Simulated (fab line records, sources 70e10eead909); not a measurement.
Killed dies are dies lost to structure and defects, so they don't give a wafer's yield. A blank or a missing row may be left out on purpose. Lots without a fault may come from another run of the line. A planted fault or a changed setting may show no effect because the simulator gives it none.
One fault seen from 2 desks | flow nand_harc | each desk has only its own numbers; what lay behind them comes last

THE METROLOGY DESK
What the gauges read, lot by lot, whatever tool the lot ran on: means of the sampled wafers that have a number. A lot is out of limits, marked OUT, if its mean lies more than 4 standard deviations from the usual mean; the brackets give that distance.
Columns: A = cd_nm at NHARC_A_CONTACT_CD_MEAS_80, usual 289.2 nm
lot  | first seen here | A
L538 | day 22 13:58    | 289.2
L540 | day 22 21:11    | 290.1
L539 | day 22 21:14    | 289.2
L537 | day 23 00:02    | 289.2
L541 | day 24 01:01    | 289.2
L542 | day 24 19:26    | 290.4
L544 | day 25 10:15    | 288.8
L550 | day 27 01:12    | 289.4
L551 | day 27 22:43    | 288.9
L557 | day 30 06:38    | 288.4
L556 | day 30 12:17    | 289.0
L558 | day 31 07:44    | 289.6
L559 | day 31 08:49    | 289.3
This desk's finding: nothing out of limits on any of the 13 lots.

THE TOOL OWNER'S DESK: litho_track-01
The tool's own readings at NHARC_A_CONTACT_SOFTBAKE_03 (time 55 s): means of the sampled wafers that have a number, for each lot that ran on this tool. A lot is out of limits, marked OUT, if its mean lies more than 4 standard deviations from the usual mean; the brackets give that distance.
Columns: A = heater_power_total_W at NHARC_A_CONTACT_SOFTBAKE_03, usual 188.44 W
lot  | first seen here | A
L538 | day 22 18:00    | 188.39
L540 | day 23 00:00    | 188.49
L537 | day 23 02:00    | 188.36
L539 | day 23 04:00    | 188.50
L544 | day 25 15:00    | 188.41
L550 | day 27 04:00    | 190.05 (+12) OUT
L551 | day 28 01:00    | 189.99 (+12) OUT
L558 | day 31 12:00    | 188.36
L559 | day 31 13:00    | 188.46
This desk's finding: out of limits on L550, L551; first on L550, day 27 04:00 (heater_power_total_W at NHARC_A_CONTACT_SOFTBAKE_03). In limits: L538, L540, L537, L539, L544, L558, L559.

PUT TOGETHER
The tool owner's desk could have raised an alarm at day 27 04:00, on L550, L551.
The metrology desk saw nothing out of limits.
The metrology desk has L550, L551 on record, within its limits.
Of the lots named, all ran NHARC_A_CONTACT_SOFTBAKE_03 on litho_track-01.

WHAT THE SIMULATOR HAD PUT IN
Process parameter drift: litho_track-01, from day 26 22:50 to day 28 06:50, at NHARC_A_CONTACT_SOFTBAKE_03. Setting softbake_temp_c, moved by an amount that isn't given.
Lots struck among those shown: L550, L551.
Hours from the fault's start to each desk's first reading out of limits: the tool owner's desk, 5.
